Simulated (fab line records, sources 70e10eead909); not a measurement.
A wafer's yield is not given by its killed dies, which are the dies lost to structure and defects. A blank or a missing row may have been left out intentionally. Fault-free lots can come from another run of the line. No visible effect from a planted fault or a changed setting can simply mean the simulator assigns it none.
fab line records	flow nand-harc
[record] lots = 6	wafers = 18	last-day = 32
route steps=1302 shown A_CHANNEL_HOLE_D1@461
lots with no fault: from the same line, run without faults
start-h: start of the lot's first displayed wafer, in hours after the record's first day	wait-h: hours from the lot's prior step to this one	" same as the row above	L1.1+2: a row that stands for several wafers	- value missing, or start not given	* or withheld: withheld	< > ~ a bound
route shown NAME@n: a module of which the file shows steps, and the number in the route of the first	usual: mean/standard deviation of fault-free wafers	same: alike in all rows	chamber/n: place in a boat	sites: the reading at each site	_std_site: the values' standard deviation	_edge_site: mean of outer sites minus mean of inner sites	radius-mm: how far each site lies from the wafer's centre	mask NAME#n: copy n	behind: tool/chamber where the wafer was last shaped	hold: reason for holding the lot/hours on hold/outcome of the hold	device: transistor that didn't switch, given as n, p or np	end of line: tests run on the same wafers once the route is complete	a step given without rows: its recipe and nothing more	killed: not the wafer's yield, but the dies lost to structure and defects at the first sort	map: the dies of a wafer, with x for killed, . for not killed, _ for no die there
set.NAME: setting as actually run; set.NAME@STEP: the setting as run at that earlier step	model.NAME: the simulator's own value behind a step, which no gauge read
certain route steps with their lots: each step a table, each wafer a row
services: from which hour (start-h, from the record's first day; less than 0 if before it) a tool's chamber was out of use, for how many hours, and why
[[steps]]
[step NHARC_A_CHANNEL_HOLE_D1_DEVELOP_09]
[recipe] develop-time-s = 35	dev-temp-c = 23
[step NHARC_A_CHANNEL_HOLE_D1_CD_MEAS_10]
[recipe] target-cd-nm = 100	landing-energy-ev = 500
[usual] cd-nm = 100.1/0.6
lot.wafer	tool	chamber	start-h	wait-h	cd-nm
L325.4	cd-sem-03	0	198.05	-	100.6
L325.5	"	0	"	"	100.3
L325.6	"	0	"	"	99.9
L332.2	cd-sem-01	0	273.31	-	99.1
L332.3	"	0	"	"	100.5
L332.4	"	0	"	"	99.7
L337.2	cd-sem-01	0	328.21	-	100.8
L337.3	"	0	"	"	100.7
L337.6	"	0	"	"	100.6
L338.1	cd-sem-02	0	345.34	-	100.6
L338.2	"	0	"	"	100.9
L338.4	"	0	"	"	100.4
L342.1	cd-sem-01	0	385.21	-	100.6
L342.3	"	0	"	"	101.2
L342.5	"	0	"	"	100.4
L344.2	cd-sem-03	0	390.23	-	101.0
L344.5	"	0	"	"	100.6
L344.6	"	0	"	"	100.8
[step NHARC_A_CHANNEL_HOLE_D1_OVL_MEAS_11]
[usual] overlay-x-nm = 0.2/0.7	overlay-y-nm = -0.1/0.63
lot.wafer	tool	chamber	start-h	wait-h	overlay-x-nm	overlay-y-nm
L325.4	overlay-02	-	198.13	-	-0.3	0.4
L325.5	"	-	"	"	0.1	0.8
L325.6	"	-	"	"	-0.6	0.2
L332.2	overlay-02	-	273.40	-	0.5	0.1
L332.3	"	-	"	"	0.4	-0.7
L332.4	"	-	"	"	0.9	-0.1
L337.2	overlay-01	-	328.29	-	-1.1	-0.3
L337.3	"	-	"	"	-0.8	-1.2
L337.6	"	-	"	"	-0.5	-1.3
L338.1	overlay-01	-	345.43	-	1.5	-0.6
L338.2	"	-	"	"	1.7	0.1
L338.4	"	-	"	"	1.7	-0.2
L342.1	overlay-01	-	385.30	-	-0.4	-0.5
L342.3	"	-	"	"	-0.8	-0.3
L342.5	"	-	"	"	-0.5	0.0
L344.2	overlay-01	-	390.31	-	0.1	-0.6
L344.5	"	-	"	"	0.6	-0.5
L344.6	"	-	"	"	0.2	-0.7
[step NHARC_A_CHANNEL_HOLE_D1_INSPECT_12]
[usual] raw-defect-count = 5.6/3
lot.wafer	tool	chamber	start-h	wait-h	raw-defect-count
L325.4	defect-inspect-01	-	198.17	0.0	9
L325.5	"	-	"	"	3
L325.6	"	-	"	"	3
L332.2	defect-inspect-01	-	273.44	0.0	3
L332.3	"	-	"	"	8
L332.4	"	-	"	"	3
L337.2	defect-inspect-01	-	328.33	0.0	3
L337.3	"	-	"	"	4
L337.6	"	-	"	"	5
L338.1	defect-inspect-01	-	345.47	0.0	7
L338.2	"	-	"	"	10
L338.4	"	-	"	"	6
L342.1	defect-inspect-02	-	385.34	0.0	4
L342.3	"	-	"	"	8
L342.5	"	-	"	"	4
L344.2	defect-inspect-01	-	390.35	0.0	7
L344.5	"	-	"	"	25
L344.6	"	-	"	"	7
[step NHARC_A_CHANNEL_HOLE_D1_DESCUM_15]
[recipe] time-s = 3	o2-flow-sccm = 200	ar-flow-sccm = 0	bias-power-w = 0	chemistry = O2
[step NHARC_A_CHANNEL_HOLE_D1_ETCH_38]
[recipe] target-depth-a = 390	over-etch-frac = 0.3	time-s = 65	ion-energy-ev = 80	cf4-flow-sccm = 150	ar-flow-sccm = 0	rf-w = 300	bias-w = 100	chemistry = CF4
[step NHARC_A_CHANNEL_HOLE_D1_ETCH_39]
[recipe] target-depth-a = 2600	over-etch-frac = 0.3	time-s = 325	ion-energy-ev = 200	n2-flow-sccm = 150	h2-flow-sccm = 150	ar-flow-sccm = 0	rf-w = 400	bias-w = 150	chemistry = N2/H2
[step NHARC_A_CHANNEL_HOLE_D1_ETCH_34]
[recipe] target-depth-a = 1540	time-s = 77	cf4-flow-sccm = 100	chf3-flow-sccm = 30	ar-flow-sccm = 0	rf-w = 500	bias-w = 200	chemistry = CF4/CHF3
[step NHARC_A_CHANNEL_HOLE_D1_ETCH_16]
[recipe] target-depth-a = 31000	over-etch-frac = 0.3	time-s = 806	ion-energy-ev = 150	o2-flow-sccm = 400	cos-flow-sccm = 20	ar-flow-sccm = 0	rf-w = 500	bias-w = 300	chemistry = O2/COS
[step NHARC_A_CHANNEL_HOLE_D1_CD_MEAS_18]
[usual] cd-nm = 99.2/2
lot.wafer	tool	chamber	start-h	wait-h	cd-nm
L325.4	cd-sem-03	-	199.35	-	97.2
L325.5	"	-	"	"	99.3
L325.6	"	-	"	"	99.6
L332.2	cd-sem-02	-	274.61	-	98.6
L332.3	"	-	"	"	99.5
L332.4	"	-	"	"	100.2
L337.2	cd-sem-02	-	329.50	-	102.4
L337.3	"	-	"	"	97.5
L337.6	"	-	"	"	100.3
L338.1	cd-sem-02	-	346.64	-	99.5
L338.2	"	-	"	"	99.1
L338.4	"	-	"	"	99.2
L342.1	cd-sem-01	-	386.56	-	100.7
L342.3	"	-	"	"	100.2
L342.5	"	-	"	"	99.0
L344.2	cd-sem-03	-	391.53	-	98.8
L344.5	"	-	"	"	99.1
L344.6	"	-	"	"	100.8
[step NHARC_A_CHANNEL_HOLE_D1_ETCH_19]
[recipe] bias-v = 1200	source-w = 2500	pressure-mtorr = 15	time-s = 34.5	ar-flow-sccm = 375	c4f8-flow-sccm = 28.8	o2-flow-sccm = 96.2	temp-c = -20	target-depth-a = *	chemistry = C4F8/O2/Ar
[usual] bias-v = 1200/13	c4f8-flow-sccm = 28.80/0.082	drypump-motor-current-A = 6.0/0.34	showerhead-plenum-p-Torr = 3.70/0.12	throttle-valve-pct = 37.037/0.0094
lot.wafer	tool	chamber	start-h	wait-h	bias-v	c4f8-flow-sccm	drypump-motor-current-A	rf-hours-counter-h	showerhead-plenum-p-Torr	throttle-valve-pct
L325.4	har-etch-02	1	199.47	0.1	1183	28.84	5.7	-	3.44	37.036
L325.5	"	0	"	"	1193	28.79	6.6	-	3.61	37.038
L325.6	"	1	"	"	1183	28.80	5.7	-	3.44	37.036
L332.2	har-etch-01	0	275.92	1.3	1190	28.82	5.9	141	3.75	37.045
L332.4	"	0	"	"	1187	28.78	5.9	-	3.75	37.027
L332.3	"	1	"	"	1186	28.78	5.8	-	3.75	37.029
L337.2	har-etch-01	1	329.57	0.1	1211	28.60	5.8	168	3.73	37.041
L337.3	"	0	"	"	1209	28.58	5.9	-	3.73	37.045
L337.6	"	1	"	"	1204	28.79	5.8	-	3.73	37.038
L338.2	har-etch-02	0	346.73	0.1	1199	28.77	6.6	398	3.56	37.039
L338.1	"	1	"	"	1200	28.81	5.7	383	3.96	37.033
L338.4	"	1	"	"	1229	28.85	5.7	-	3.96	37.035
L342.1	har-etch-01	0	386.65	0.1	1204	28.79	6.0	202	3.71	37.048
L342.3	"	0	"	"	1218	28.75	5.9	-	3.71	37.040
L342.5	"	0	"	"	1202	28.81	5.9	-	3.71	37.047
L344.2	har-etch-01	0	394.98	3.4	1234	28.64	6.0	210	3.71	37.036
L344.6	"	1	"	"	1201	28.68	5.8	-	3.71	37.019
L344.5	"	0	"	"	1224	28.84	5.9	-	3.71	37.044
[step NHARC_A_CHANNEL_HOLE_D1_ETCH_20]
[recipe] bias-v = 3000	source-w = withheld	pressure-mtorr = 20	time-s = 361.9	ar-flow-sccm = 375	c4f8-flow-sccm = 89.3	o2-flow-sccm = 35.7	temp-c = -20	target-depth-a = 16000	chemistry = C4F8/O2/Ar
[step NHARC_A_CHANNEL_HOLE_D1_ETCH_21]
[recipe] bias-v = 3000	source-w = withheld	pressure-mtorr = 20	time-s = 514.3	ar-flow-sccm = 375	c4f8-flow-sccm = 89.3	o2-flow-sccm = 35.7	temp-c = -20	target-depth-a = 16000	chemistry = C4F8/O2/Ar
[usual] c4f8-flow-sccm = 89.28/0.29	chamber-pressure-mTorr = 20.000/0.018	drypump-motor-current-A = 6.0/0.33	showerhead-plenum-p-Torr = 3.66/0.12	throttle-valve-pct = 32.154/0.0093
lot.wafer	tool	chamber	start-h	wait-h	c4f8-flow-sccm	chamber-pressure-mTorr	drypump-motor-current-A	rf-hours-counter-h	showerhead-plenum-p-Torr	throttle-valve-pct
L325.4	har-etch-02	1	200.06	0.3	88.89	20.019	5.7	-	3.41	32.142
L325.5	"	0	"	"	89.40	20.019	6.6	-	3.57	32.144
L325.6	"	1	"	"	88.98	20.013	5.7	-	3.41	32.153
L332.2	har-etch-01	0	276.35	0.3	89.77	19.998	5.9	142	3.71	32.162
L332.4	"	0	"	"	89.20	20.002	5.9	-	3.71	32.157
L332.3	"	1	"	"	89.11	19.998	5.8	-	3.71	32.149
L337.2	har-etch-01	1	330.00	0.3	-	-	-	-	-	-
L337.3	"	0	"	"	-	-	-	-	-	-
L337.6	"	1	"	"	-	-	-	-	-	-
L338.2	har-etch-02	0	347.15	0.3	-	-	-	-	-	-
L338.1	"	1	"	"	-	-	-	-	-	-
L338.4	"	1	"	"	-	-	-	-	-	-
L342.1	har-etch-01	0	387.13	0.3	89.17	19.991	6.0	203	3.67	32.159
L342.3	"	0	"	"	89.27	20.029	5.9	-	3.67	32.153
L342.5	"	0	"	"	89.33	19.989	5.9	-	3.67	32.132
L344.2	har-etch-01	0	395.46	0.3	89.82	19.989	5.9	211	3.67	32.167
L344.6	"	1	"	"	89.10	20.007	5.8	-	3.67	32.146
L344.5	"	0	"	"	89.47	20.004	5.9	-	3.67	32.160
[step NHARC_A_CHANNEL_HOLE_D1_ETCH_22]
[recipe] bias-v = 3000	source-w = withheld	pressure-mtorr = 20	time-s = 666.7	ar-flow-sccm = 375	c4f8-flow-sccm = 89.3	o2-flow-sccm = 35.7	temp-c = -20	target-depth-a = 16000	chemistry = C4F8/O2/Ar
[usual] c4f8-flow-sccm = 89.32/0.28	chamber-pressure-mTorr = 20.002/0.018	drypump-motor-current-A = 6.0/0.34	showerhead-plenum-p-Torr = 3.66/0.12	throttle-valve-pct = 32.155/0.0091
lot.wafer	tool	chamber	start-h	wait-h	c4f8-flow-sccm	chamber-pressure-mTorr	drypump-motor-current-A	rf-hours-counter-h	showerhead-plenum-p-Torr	throttle-valve-pct
L325.4	har-etch-02	1	200.57	0.4	89.15	19.999	5.7	-	3.41	32.159
L325.5	"	0	"	"	89.14	19.971	6.6	-	3.57	32.154
L325.6	"	1	"	"	89.41	19.978	5.7	-	3.41	32.147
L332.2	har-etch-01	0	276.79	0.4	89.18	20.007	5.9	142	3.71	32.151
L332.4	"	0	"	"	89.30	20.004	5.9	-	3.71	32.159
L332.3	"	1	"	"	89.58	20.034	5.8	-	3.71	32.148
L337.2	har-etch-01	1	330.44	0.4	89.27	20.015	5.8	169	3.69	32.147
L337.3	"	0	"	"	89.06	19.983	5.9	-	3.69	32.155
L337.6	"	1	"	"	89.18	19.993	5.8	-	3.69	32.149
L338.2	har-etch-02	0	347.59	0.4	90.10	20.001	6.6	399	3.53	32.159
L338.1	"	1	"	"	88.67	20.030	5.7	384	3.91	32.156
L338.4	"	1	"	"	89.09	20.014	5.7	-	3.91	32.150
L342.1	har-etch-01	0	387.58	0.4	89.08	19.987	6.0	203	3.67	32.162
L342.3	"	0	"	"	89.25	20.000	5.9	-	3.67	32.142
L342.5	"	0	"	"	89.24	20.016	5.9	-	3.67	32.153
L344.2	har-etch-01	0	395.93	0.4	89.20	19.983	5.9	211	3.67	32.150
L344.6	"	1	"	"	89.16	20.019	5.8	-	3.67	32.170
L344.5	"	0	"	"	89.36	20.012	5.9	-	3.67	32.142
[step NHARC_A_CHANNEL_HOLE_D1_ETCH_23]
[recipe] bias-v = 5000	source-w = withheld	pressure-mtorr = 20	time-s = 819	ar-flow-sccm = 375	c4f8-flow-sccm = 89.3	o2-flow-sccm = 35.7	temp-c = -20	target-depth-a = 16000	chemistry = C4F8/O2/Ar
[step NHARC_A_CHANNEL_HOLE_D1_ETCH_24]
[recipe] bias-v = 5000	source-w = withheld	pressure-mtorr = 20	time-s = 906.2	ar-flow-sccm = 375	c4f8-flow-sccm = 93.8	o2-flow-sccm = 31.2	temp-c = -20	target-depth-a = 15000	chemistry = C4F8/O2/Ar
[usual] c4f8-flow-sccm = 93.8/0.31	chamber-pressure-mTorr = 20.001/0.018	drypump-motor-current-A = 6.0/0.33	showerhead-plenum-p-Torr = 3.65/0.12	throttle-valve-pct = 32.235/0.009
lot.wafer	tool	chamber	start-h	wait-h	c4f8-flow-sccm	chamber-pressure-mTorr	drypump-motor-current-A	rf-hours-counter-h	showerhead-plenum-p-Torr	throttle-valve-pct
L325.4	har-etch-02	1	201.94	0.6	93.3	20.003	5.7	-	3.40	32.236
L325.5	"	0	"	"	94.1	19.983	6.6	-	3.57	32.219
L325.6	"	1	"	"	93.4	20.029	5.7	-	3.40	32.236
L332.2	har-etch-01	0	278.06	0.6	93.8	20.028	6.0	143	3.70	32.223
L332.4	"	0	"	"	93.8	19.984	5.9	-	3.70	32.231
L332.3	"	1	"	"	94.4	19.985	5.8	-	3.70	32.235
L337.2	har-etch-01	1	331.72	0.6	93.7	20.014	5.8	170	3.69	32.211
L337.3	"	0	"	"	93.5	20.020	5.9	-	3.69	32.227
L337.6	"	1	"	"	93.9	20.005	5.8	-	3.68	32.240
L338.2	har-etch-02	0	348.86	0.6	93.6	19.987	6.6	400	3.52	32.248
L338.1	"	1	"	"	94.0	20.001	5.7	385	3.91	32.239
L338.4	"	1	"	"	94.1	20.005	5.7	-	3.91	32.232
L342.1	har-etch-01	0	388.87	0.6	93.4	20.013	5.9	204	3.67	32.255
L342.3	"	0	"	"	93.8	20.018	5.9	-	3.67	32.235
L342.5	"	0	"	"	93.3	20.002	5.9	-	3.67	32.240
L344.2	har-etch-01	0	397.24	0.6	93.6	19.999	5.9	212	3.66	32.233
L344.6	"	1	"	"	93.4	19.999	5.8	-	3.66	32.229
L344.5	"	0	"	"	93.8	20.023	5.9	-	3.66	32.236
[step NHARC_A_CHANNEL_HOLE_D1_ETCH_25]
[recipe] bias-v = 5000	source-w = withheld	pressure-mtorr = 20	time-s = 1040.2	ar-flow-sccm = 375	c4f8-flow-sccm = 93.8	o2-flow-sccm = 31.2	temp-c = -20	target-depth-a = 15000	chemistry = C4F8/O2/Ar
[step NHARC_A_CHANNEL_HOLE_D1_ETCH_26]
[recipe] bias-v = 300	source-w = 2000	pressure-mtorr = 30	time-s = 224.1	ar-flow-sccm = 375	c4f8-flow-sccm = 11.4	o2-flow-sccm = 113.6	temp-c = -20	target-depth-a = 3000	chemistry = C4F8/O2/Ar
[usual] bias-v = 300/3.3	c4f8-flow-sccm = 11.400/0.03	drypump-motor-current-A = 6.0/0.34	showerhead-plenum-p-Torr = 3.70/0.13	throttle-valve-pct = 24.584/0.0099
lot.wafer	tool	chamber	start-h	wait-h	bias-v	c4f8-flow-sccm	drypump-motor-current-A	rf-hours-counter-h	showerhead-plenum-p-Torr	throttle-valve-pct
L325.4	har-etch-02	1	203.29	0.4	306	11.412	5.7	-	3.44	24.574
L325.5	"	0	"	"	293	11.379	6.6	-	3.61	24.579
L325.6	"	1	"	"	303	11.383	5.7	-	3.44	24.580
L332.2	har-etch-01	0	279.71	0.7	305	11.443	5.9	145	3.75	24.573
L332.4	"	0	"	"	304	11.447	5.9	-	3.75	24.577
L332.3	"	1	"	"	300	11.380	5.8	-	3.75	24.576
L337.2	har-etch-01	1	333.37	0.7	300	11.405	5.8	172	3.73	24.591
L337.3	"	0	"	"	302	11.389	6.0	-	3.73	24.599
L337.6	"	1	"	"	299	11.404	5.8	-	3.73	24.576
L338.2	har-etch-02	0	350.50	0.7	303	11.411	6.6	402	3.56	24.576
L338.1	"	1	"	"	298	11.420	5.7	386	3.97	24.583
L338.4	"	1	"	"	297	11.384	5.7	-	3.97	24.588
L342.1	har-etch-01	0	390.43	0.6	300	11.434	5.9	206	3.72	24.574
L342.3	"	0	"	"	299	11.388	5.9	-	3.71	24.578
L342.5	"	0	"	"	298	11.385	6.0	-	3.72	24.587
L344.2	har-etch-01	0	398.78	0.6	301	11.418	5.9	214	3.71	24.581
L344.6	"	1	"	"	298	11.397	5.8	-	3.71	24.597
L344.5	"	0	"	"	303	11.414	5.9	-	3.71	24.576
[step NHARC_A_CHANNEL_HOLE_D1_ETCH_33]
[recipe] bias-v = 400	source-w = 2000	pressure-mtorr = 25	time-s = 90	ar-flow-sccm = 375	c4f8-flow-sccm = 41.7	o2-flow-sccm = 83.3	temp-c = -20	target-depth-a = 4000	chemistry = C4F8/O2/Ar
[usual] bias-v = 400/4.1	c4f8-flow-sccm = 41.68/0.1	drypump-motor-current-A = 6.0/0.34	showerhead-plenum-p-Torr = 3.69/0.12	throttle-valve-pct = 27.620/0.009
lot.wafer	tool	chamber	start-h	wait-h	bias-v	c4f8-flow-sccm	drypump-motor-current-A	rf-hours-counter-h	showerhead-plenum-p-Torr	throttle-valve-pct
L325.4	har-etch-02	1	203.48	0.2	399	41.62	5.7	-	3.44	27.616
L325.5	"	0	"	"	399	41.58	6.6	-	3.61	27.626
L325.6	"	1	"	"	405	41.59	5.6	-	3.44	27.597
L332.2	har-etch-01	0	279.92	0.2	402	41.71	5.9	145	3.74	27.623
L332.4	"	0	"	"	399	41.74	5.9	-	3.74	27.601
L332.3	"	1	"	"	408	41.63	5.8	-	3.74	27.625
L337.2	har-etch-01	1	333.57	0.2	408	41.70	5.8	172	3.73	27.632
L337.3	"	0	"	"	403	41.65	5.9	-	3.73	27.608
L337.6	"	1	"	"	399	41.51	5.8	-	3.73	27.621
L338.2	har-etch-02	0	350.69	0.2	402	41.61	6.6	402	3.56	27.612
L338.1	"	1	"	"	401	41.70	5.7	387	3.96	27.632
L338.4	"	1	"	"	390	41.72	5.7	-	3.96	27.626
L342.1	har-etch-01	0	390.63	0.2	398	41.67	5.9	206	3.71	27.624
L342.3	"	0	"	"	396	41.80	5.9	-	3.71	27.612
L342.5	"	0	"	"	397	41.63	5.9	-	3.71	27.603
L344.2	har-etch-01	0	398.98	0.2	400	41.59	5.9	214	3.70	27.615
L344.6	"	1	"	"	406	41.45	5.8	-	3.70	27.636
L344.5	"	0	"	"	404	41.70	6.0	-	3.71	27.621
[step NHARC_A_CHANNEL_HOLE_D1_STRIP_41]
[recipe] n2-flow-sccm = 150	h2-flow-sccm = 150	ar-flow-sccm = 0	bias-w = 0	chemistry = N2/H2
[step NHARC_A_CHANNEL_HOLE_D1_STRIP_42]
[recipe] cf4-flow-sccm = 100	chf3-flow-sccm = 30	ar-flow-sccm = 0	bias-w = 0	chemistry = CF4/CHF3
[step NHARC_A_CHANNEL_HOLE_D1_STRIP_43]
[recipe] o2-flow-sccm = 400	cos-flow-sccm = 20	ar-flow-sccm = 0	bias-w = 0	chemistry = O2/COS
[step NHARC_A_CHANNEL_HOLE_D1_ETCH_44]
[recipe] target-depth-a = 1400	overetch-a = 140	time-s = 77	ion-energy-ev = 100	cf4-flow-sccm = 80	o2-flow-sccm = 20	ar-flow-sccm = 0	rf-w = 300	bias-w = 100	chemistry = CF4/O2
[usual] bias-w = 99.98/0.29	cf4-flow-sccm = 79.97/0.25	drypump-motor-current-A = 5.8/0.47	oes-product-au = 1.001/0.0085	rf-vpp-V = 197.6/1.5	showerhead-plenum-p-Torr = 1.33/0.061	throttle-valve-pct = 13.399/0.0091
lot.wafer	tool	chamber	start-h	wait-h	bias-w	cf4-flow-sccm	drypump-motor-current-A	oes-product-au	rf-hours-counter-h	rf-vpp-V	showerhead-plenum-p-Torr	throttle-valve-pct	model.A_CHANNEL_HOLE_D1.cd-nm
L325.4	rie-diel-11	2	204.15	0.1	99.68	80.11	6.6	1.000	39	197.7	1.33	13.412	91.97
L325.5	"	0	"	"	100.57	79.79	6.2	0.999	-	195.3	1.26	13.406	90.86
L325.6	"	1	"	"	100.10	79.81	6.2	0.998	-	197.3	1.32	13.396	90.44
L332.4	rie-diel-02	3	280.67	0.1	100.12	79.94	5.4	1.012	4	199.9	1.42	13.407	88.46
L332.3	"	1	"	"	100.04	80.05	5.5	1.016	5	198.6	1.37	13.393	92.18
L332.2	"	2	"	"	99.67	79.90	5.5	1.005	5	195.7	1.29	13.413	89.96
L337.2	rie-diel-13	1	334.32	0.1	99.62	80.15	6.7	1.014	42	198.7	1.26	13.388	102
L337.3	"	2	"	"	100.28	80.23	6.0	1.000	55	195.7	1.23	13.409	97.35
L337.6	"	0	"	"	100.31	79.88	5.0	0.988	-	196.4	1.33	13.394	100.6
L338.1	rie-diel-02	2	351.70	0.1	99.95	80.14	5.5	1.009	12	196.4	1.28	13.380	99.51
L338.2	"	3	"	"	100.17	80.05	5.4	1.002	12	198.8	1.42	13.402	98.95
L338.4	"	1	"	"	100.14	79.65	5.5	1.001	12	198.6	1.37	13.408	99.25
L342.3	rie-diel-13	0	391.47	0.0	100.42	79.87	5.0	0.993	9	196.7	1.33	13.381	90.64
L342.1	"	1	"	"	100.20	80.01	6.6	0.994	7	195.1	1.26	13.400	88.55
L342.5	"	0	"	"	99.78	79.78	5.1	1.005	-	197.6	1.33	13.414	91.51
L344.2	rie-diel-11	1	399.73	0.1	99.99	80.21	6.1	0.992	47	197.5	1.30	13.409	90.62
L344.5	"	3	"	"	100.04	79.99	6.1	0.994	-	197.9	1.35	13.388	90.69
L344.6	"	0	"	"	99.92	79.95	6.2	0.994	-	196.0	1.25	13.416	91.08
[step NHARC_A_CHANNEL_HOLE_D1_STRIP_27]
[recipe] o2-flow-sccm = 500	ar-flow-sccm = 0	bias-w = 0	chemistry = O2
[step NHARC_A_CHANNEL_HOLE_D1_PRECLEAN_28]
[recipe] time-s = *	temp-c = 50	bath-age-min = 0	chemistry = SC1
[step NHARC_A_CHANNEL_HOLE_D1_SRD_29]
[step NHARC_A_CHANNEL_HOLE_D1_CD_MEAS_30]
[usual] cd-nm = 90.3/1.4
lot.wafer	tool	chamber	start-h	wait-h	hold	cd-nm
L325.4	cd-sem-02	-	204.94	-	-	91.2
L325.5	"	-	"	"	-	90.9
L325.6	"	-	"	"	-	90.1
L332.2	cd-sem-02	-	281.47	-	-	89.2
L332.3	"	-	"	"	-	91.9
L332.4	"	-	"	"	-	88.4
L337.2	cd-sem-03	-	335.12	-	await-dispo/0.2h/release	0.2
L337.3	"	-	"	"	await-dispo/0.2h/release	1.0
L337.6	"	-	"	"	await-dispo/0.2h/release	1.3
L337.2	cd-sem-03	-	335.30	0.2	-	0.2
L337.3	"	-	"	"	-	1.0
L337.6	"	-	"	"	-	1.3
L338.1	cd-sem-03	-	352.50	-	await-dispo/0.2h/release	0.1
L338.2	"	-	"	"	await-dispo/0.2h/release	-0.6
L338.4	"	-	"	"	await-dispo/0.2h/release	0.3
L338.1	cd-sem-03	-	352.68	0.2	-	-0.5
L338.2	"	-	"	"	-	-0.8
L338.4	"	-	"	"	-	0.0
L342.1	cd-sem-01	-	392.26	-	-	88.6
L342.3	"	-	"	"	-	90.8
L342.5	"	-	"	"	-	91.9
L344.2	cd-sem-01	-	400.51	-	-	90.7
L344.5	"	-	"	"	-	91.1
L344.6	"	-	"	"	-	90.6
[[services]]
tool	chamber	start-h	hours	kind
rie-diel-13	1	176.96	12.6	repair
rie-diel-11	0	193.90	-	clean
rie-diel-11	1	193.90	-	clean
rie-diel-11	2	193.90	-	clean
rie-diel-13	1	200.62	11.4	repair
rie-diel-02	-	216.70	9.0	pm
rie-diel-11	1	218.96	1.8	repair
rie-diel-02	1	253.46	3.1	repair
har-etch-02	1	258.01	-	consumable-replace:showerhead
har-etch-02	1	258.01	17.0	scheduled-down
har-etch-02	1	258.01	17.0	vent-cycle
rie-diel-11	-	258.98	9.0	pm
rie-diel-13	1	277.35	7.3	repair
rie-diel-13	-	342.35	9.0	pm
har-etch-02	-	377.42	17.0	pm
har-etch-02	0	377.42	17.0	vent-cycle
har-etch-02	1	377.42	17.0	vent-cycle
rie-diel-11	2	379.91	2.2	repair
rie-diel-02	-	393.70	9.0	pm
har-etch-02	0	394.42	-	clean
har-etch-02	0	394.42	-	consumable-replace:focus-ring
har-etch-02	0	394.42	-	consumable-replace:showerhead
har-etch-02	1	394.42	-	clean
har-etch-02	1	394.42	-	consumable-replace:focus-ring
[[key]]
[first-sign] step = NHARC_A_CHANNEL_HOLE_D1_ETCH_21	reading = tool-record	direction = missing
[effect] step = NHARC_A_CHANNEL_HOLE_D1_CD_MEAS_30	reading = visit	direction = added
[effect] step = NHARC_A_CHANNEL_HOLE_D1_CD_MEAS_30	reading = cd-nm	direction = down	sigmas = 64	usual = 90.3	struck = 0.4
[model-effect] step = NHARC_A_CHANNEL_HOLE_D1_ETCH_44	value = A_CHANNEL_HOLE_D1.cd-nm	without = 90.88	struck = 99.61
met-at NHARC_A_CHANNEL_HOLE_D1_ETCH_21
struck-wafers L337.2,L337.3,L337.6,L338.1,L338.2,L338.4
scrapped-behind NHARC_A_CHANNEL_HOLE_D1_CD_MEAS_30 L337.2,L337.3,L337.6,L338.1,L338.2,L338.4
onset-between 276.35 330.00
[fault] kind = skipped-step-whole	tool = har-etch-01,har-etch-02	chamber = -	onset-h = 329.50	steps = NHARC_A_CHANNEL_HOLE_D1_ETCH_21	scope = struck-lots-only
